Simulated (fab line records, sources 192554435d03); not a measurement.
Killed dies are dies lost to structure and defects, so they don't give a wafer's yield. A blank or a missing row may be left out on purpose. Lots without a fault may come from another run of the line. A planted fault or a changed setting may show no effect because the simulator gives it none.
fab line records | flow n5_finfet | part 2 of 2: steps 10 to 10 of 10
record lots=6 wafers=18 last_day=18
route steps=1938 shown BEOL_M4@1111 BEOL_M6@1227 BEOL_M15@1830 PASSIVATION@1936
lots that met no fault: from a run of the same line without faults
start_h: hours from the record's first day to the start of the lot's first wafer shown | wait_h: hours since the lot's step before | " the same as in the row above | L1.1+2: a row that stands for several wafers | - no value, or no start given | * or withheld: withheld | < > ~ a bound
route shown NAME@n: a module of which the file shows steps, and the number in the route of the first | usual: mean/standard deviation of fault-free wafers | same: alike in all rows | chamber/n: place in a boat | sites: the reading at each site | _std_site: their standard deviation | _edge_site: outer sites' mean less inner sites' | radius_mm: how far each site lies from the wafer's centre | mask NAME#n: copy n | behind: the tool/chamber that last shaped the wafer | hold: why the lot was held/for how many hours/how that ended | device: the transistor (n, p or np) that didn't switch | end of line: the same wafers' tests at the end of the route | a step without rows: its recipe alone | killed: dies lost to structure and defects at the first sort, not the wafer's yield | map: a wafer's dies, x killed, . not, _ none there
set.NAME: the setting as run; set.NAME@STEP: as run at that earlier step | model.NAME: the simulator's own value behind a step, which no gauge read
steps of the route over a sample of lots; a table a step, a row a wafer
services: from which hour (start_h, from the record's first day; less than 0 if before it) a tool's chamber was out of use, for how many hours, and why
## steps
# step N5_PASSIVATION_PROBE_49
# usual defect_limited_yield=91.1/1.5 killed_at_M0_to_M3=36/11 killed_at_M4_up=14/5.6 killed_at_contacts=11/5.6 killed_at_front_end=40/12 killed_at_other=4/3.2 killed_dies=105/17 killed_open=69/12 killed_short=34/8.4 sort_bin_5_function=5.2/0.95 sort_bin_6_memory=3.3/0.63 sort_bin_8_speed=0.00/0.007 sort_n_pass=1075/17
# same gross_dies=1180 killed_at_back_side=0 sort_bin_4_leakage[%]=0
# columns lot.wafer tool chamber start_h wait_h defect_limited_yield[%] killed_at_M0_to_M3 killed_at_M4_up killed_at_contacts killed_at_front_end killed_at_other killed_dies killed_open killed_short sort_bin_5_function[%] sort_bin_6_memory[%] sort_bin_8_speed[%] sort_n_pass
L871.1 prober-01 - 339.11 0.0 93.5 21 6 10 39 1 77 46 31 4.3 1.9 0 1103
L871.4 prober-01 - 339.26 0.2 92.2 32 9 2 47 2 92 53 39 4.2 3.1 0 1088
L871.6 prober-01 - 339.36 0.3 93.2 22 9 6 38 5 80 60 20 4.0 2.6 0 1100
L879.1 prober-02 - 376.69 0.0 90.6 43 13 3 48 4 111 72 38 5.3 3.6 0 1069
L879.4 prober-02 - 376.84 0.2 90.9 22 17 23 39 6 107 63 40 6.0 2.8 0 1073
L879.5 prober-02 - 376.89 0.2 93.1 26 7 8 36 5 82 58 22 4.2 2.6 0 1098
L882.3 prober-02 - 380.28 0.1 93.2 26 11 8 28 7 80 56 19 4.0 2.1 0 1100
L882.4 prober-02 - 380.33 0.2 93.1 22 12 8 34 6 82 49 29 3.9 2.7 0 1098
L882.6 prober-02 - 380.43 0.3 92.1 35 16 9 31 2 93 47 33 3.9 2.9 0.93 1087
L885.2 prober-01 - 412.54 0.1 90.3 51 20 8 33 2 114 69 42 5.9 3.5 0 1066
L885.4 prober-01 - 412.64 0.2 92.5 42 8 13 23 2 88 59 28 4.3 2.5 0 1092
L885.5 prober-01 - 412.69 0.2 89.7 45 16 22 34 4 121 75 46 5.7 4.3 0 1059
L884.2 prober-01 - 414.50 0.1 91.8 17 15 11 52 2 97 64 23 4.3 3.1 0.25 1083
L884.3 prober-01 - 414.55 0.1 90.2 60 13 10 31 2 116 77 36 5.7 4.0 0 1064
L884.4 prober-01 - 414.60 0.2 91.4 41 8 10 40 2 101 67 34 5.8 2.7 0 1079
L888.1 prober-02 - 443.28 0.0 92.2 27 21 20 23 1 92 74 18 5.1 2.7 0 1088
L888.3 prober-02 - 443.38 0.1 92.9 28 6 15 34 1 84 56 27 3.6 3.1 0 1096
L888.6 prober-02 - 443.53 0.3 87.9 43 22 20 49 9 143 97 46 7.5 4.3 0 1037
# killed by level:class
L871.1 FIN_SAQP:geometric_particle:short=14 BEOL_M2:geometric_particle:open=11 MOL_CONTACT_COAG:geometric_particle:open=10 GATE_CUT:geometric_particle:short=7 FIN_SAQP:geometric_particle:open=5 BEOL_M0_SAQP:geometric_particle:short=4 STARTING-WAFER:geometric_particle:open=4 STI_FIN_REVEAL:geometric_particle:open=3
L871.4 BEOL_M2:geometric_particle:open=14 FIN_SAQP:geometric_particle:open=10 FIN_SAQP:geometric_particle:short=10 STI_FIN_REVEAL:geometric_particle:open=6 BEOL_M2:geometric_particle:short=5 DUMMY_GATE:geometric_particle:open=4 GATE_CUT:geometric_particle:short=4 STARTING-WAFER:geometric_particle:short=4
L871.6 BEOL_M2:geometric_particle:open=8 FIN_SAQP:geometric_particle:open=7 STI_FIN_REVEAL:geometric_particle:open=7 GATE_CUT:geometric_particle:short=7 MOL_CONTACT_COAG:geometric_particle:open=6 BEOL_M1:geometric_particle:open=6 FIN_SAQP:geometric_particle:short=3 DUMMY_GATE:geometric_particle:open=3
L879.1 BEOL_M0_SAQP:geometric_particle:open=14 STI_FIN_REVEAL:geometric_particle:open=13 BEOL_M0_SAQP:geometric_particle:short=11 BEOL_M2:geometric_particle:open=8 FIN_SAQP:geometric_particle:open=7 FIN_SAQP:geometric_particle:short=7 STI_FIN_REVEAL:geometric_particle:short=4 BEOL_M3:geometric_particle:open=4
L879.4 MOL_CONTACT_COAG:geometric_particle:open=17 BEOL_M4:geometric_particle:open=9 FIN_SAQP:geometric_particle:short=8 STI_FIN_REVEAL:geometric_particle:open=6 MOL_CONTACT_COAG:geometric_particle:short=6 BEOL_M0_SAQP:geometric_particle:short=6 BEOL_M0_SAQP:geometric_particle:open=6 BEOL_M3:geometric_particle:open=6
L879.5 STI_FIN_REVEAL:geometric_particle:open=12 MOL_CONTACT_COAG:geometric_particle:open=8 BEOL_M0_SAQP:geometric_particle:open=8 BEOL_M2:geometric_particle:open=8 DUMMY_GATE:geometric_particle:open=6 ILD0:geometric_particle:short=4 GATE_CUT:geometric_particle:short=3 BEOL_M0_SAQP:geometric_particle:short=3
L882.3 STI_FIN_REVEAL:geometric_particle:open=12 MOL_CONTACT_COAG:geometric_particle:open=6 BEOL_M3:geometric_particle:open=6 DUMMY_GATE:geometric_particle:open=4 BEOL_M0_SAQP:geometric_particle:short=4 BEOL_M1:geometric_particle:open=4 BEOL_M2:geometric_particle:open=4 BEOL_M6:geometric_particle:open=4
L882.4 FIN_SAQP:geometric_particle:open=9 MOL_CONTACT_COAG:geometric_particle:open=7 BEOL_M0_SAQP:geometric_particle:short=6 BEOL_M0_SAQP:geometric_particle:open=5 STARTING-WAFER:geometric_particle:short=5 FIN_SAQP:geometric_particle:short=4 BEOL_M1:geometric_particle:open=4 BEOL_M4:geometric_particle:open=4
L882.6 BEOL_M0_SAQP:geometric_particle:short=12 BEOL_M6:area_ecd=11 BEOL_M0_SAQP:geometric_particle:open=9 MOL_CONTACT_COAG:geometric_particle:open=8 FIN_SAQP:geometric_particle:open=6 DUMMY_GATE:geometric_particle:open=6 BEOL_M3:geometric_particle:open=5 GATE_CUT:geometric_particle:short=4
L885.2 STI_FIN_REVEAL:geometric_particle:open=12 BEOL_M0_SAQP:geometric_particle:short=12 BEOL_M0_SAQP:geometric_particle:open=12 BEOL_M4:geometric_particle:short=8 FIN_SAQP:geometric_particle:open=7 MOL_CONTACT_COAG:geometric_particle:open=6 BEOL_M1:geometric_particle:open=6 BEOL_M2:geometric_particle:short=6
L885.4 MOL_CONTACT_COAG:geometric_particle:open=13 BEOL_M0_SAQP:geometric_particle:open=13 FIN_SAQP:geometric_particle:open=8 BEOL_M0_SAQP:geometric_particle:short=7 FIN_SAQP:geometric_particle:short=5 BEOL_M3:geometric_particle:open=5 BEOL_M3:geometric_particle:short=5 BEOL_M2:geometric_particle:open=4
L885.5 MOL_CONTACT_COAG:geometric_particle:open=17 FIN_SAQP:geometric_particle:open=12 BEOL_M0_SAQP:geometric_particle:short=12 FIN_SAQP:geometric_particle:short=11 BEOL_M3:geometric_particle:open=9 BEOL_M0_SAQP:geometric_particle:open=8 BEOL_M2:geometric_particle:open=7 BEOL_M4:geometric_particle:open=7
L884.2 STI_FIN_REVEAL:geometric_particle:open=16 MOL_CONTACT_COAG:geometric_particle:open=8 FIN_SAQP:geometric_particle:open=6 STARTING-WAFER:geometric_particle:open=5 DUMMY_GATE:geometric_particle:open=5 BEOL_M2:geometric_particle:open=5 BEOL_M4:geometric_particle:open=5 HKMG_FIN:area_etch=5
L884.3 BEOL_M0_SAQP:geometric_particle:open=16 BEOL_M0_SAQP:geometric_particle:short=14 BEOL_M2:geometric_particle:open=14 MOL_CONTACT_COAG:geometric_particle:open=9 FIN_SAQP:geometric_particle:open=8 STARTING-WAFER:geometric_particle:short=7 BEOL_M1:geometric_particle:open=6 FIN_SAQP:geometric_particle:short=5
L884.4 BEOL_M0_SAQP:geometric_particle:short=14 DUMMY_GATE:geometric_particle:open=11 FIN_SAQP:geometric_particle:open=9 BEOL_M0_SAQP:geometric_particle:open=9 STI_FIN_REVEAL:geometric_particle:open=8 BEOL_M1:geometric_particle:open=7 MOL_CONTACT_COAG:geometric_particle:open=6 BEOL_M4:geometric_particle:open=5
L888.1 MOL_CONTACT_COAG:geometric_particle:open=18 BEOL_M4:geometric_particle:open=17 BEOL_M2:geometric_particle:open=12 DUMMY_GATE:geometric_particle:open=7 FIN_SAQP:geometric_particle:short=6 BEOL_M0:geometric_particle:open=4 FIN_SAQP:geometric_particle:open=3 BEOL_M3:geometric_particle:open=3
L888.3 MOL_CONTACT_COAG:geometric_particle:open=12 BEOL_M2:geometric_particle:open=9 STI_FIN_REVEAL:geometric_particle:open=7 BEOL_M0_SAQP:geometric_particle:open=6 STARTING-WAFER:geometric_particle:short=5 FIN_SAQP:geometric_particle:short=4 DUMMY_GATE:geometric_particle:open=4 FIN_SAQP:geometric_particle:open=3
L888.6 BEOL_M4:geometric_particle:open=17 MOL_CONTACT_COAG:geometric_particle:open=16 BEOL_M2:geometric_particle:open=13 STI_FIN_REVEAL:geometric_particle:open=11 FIN_SAQP:geometric_particle:short=10 DUMMY_GATE:geometric_particle:open=8 BEOL_M2:geometric_particle:short=8 GATE_CUT:geometric_particle:short=7
## services
# columns tool chamber start_h hours kind
rie_diel-04 1 294.03 23.1 repair
rie_diel-03 2 313.71 - clean
rie_diel-03 2 313.71 - consumable_replace:focus_ring
rie_diel-03 2 313.71 - consumable_replace:showerhead
rie_diel-03 2 313.71 17.9 scheduled_down
rie_diel-03 2 313.71 17.9 vent_cycle
rie_diel-03 3 331.61 - clean
rie_diel-03 3 331.61 - consumable_replace:focus_ring
rie_diel-03 3 331.61 20.4 scheduled_down
rie_diel-03 3 331.61 20.4 vent_cycle
rie_diel-03 - 353.27 4.3 pm
## key
first_sign step=N5_BEOL_M6_OCD_MEAS_38 reading=trench_depth_nm direction=down sigmas=23 usual=94.8 struck=65.7
effect step=N5_BEOL_M6_THK_MEAS_53 reading=M6_THK direction=down sigmas=19 usual=81.6 struck=50.7
effect step=N5_BEOL_M6_RS_MEAS_57 reading=M6_RS direction=up sigmas=33 usual=0.283 struck=0.504
effect step=N5_BEOL_M15_RC_MEAS_101 reading=SERP_M6 direction=up sigmas=23 usual=13.6 struck=22.6
effect step=N5_PASSIVATION_PROBE_49 reading=sort_bin_8_speed direction=up sigmas=7 usual=0.00 struck=0.59
met_at N5_BEOL_M6_TRENCH_ETCH_37
struck_lots L882,L884
struck_wafers L882.6,L884.2
not_acting_at N5_BEOL_M6_CD_MEAS_28,N5_BEOL_M6_VIA_ETCH_34,N5_BEOL_M6_STRIP_80
onset_between 293.87 299.27
fault kind=process_parameter_drift tool=rie_diel-03 chamber=- onset_h=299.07 steps=N5_BEOL_M6_TRENCH_ETCH_37 channel=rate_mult offset=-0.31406 shape=step end_h=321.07 scope=struck_wafers_only
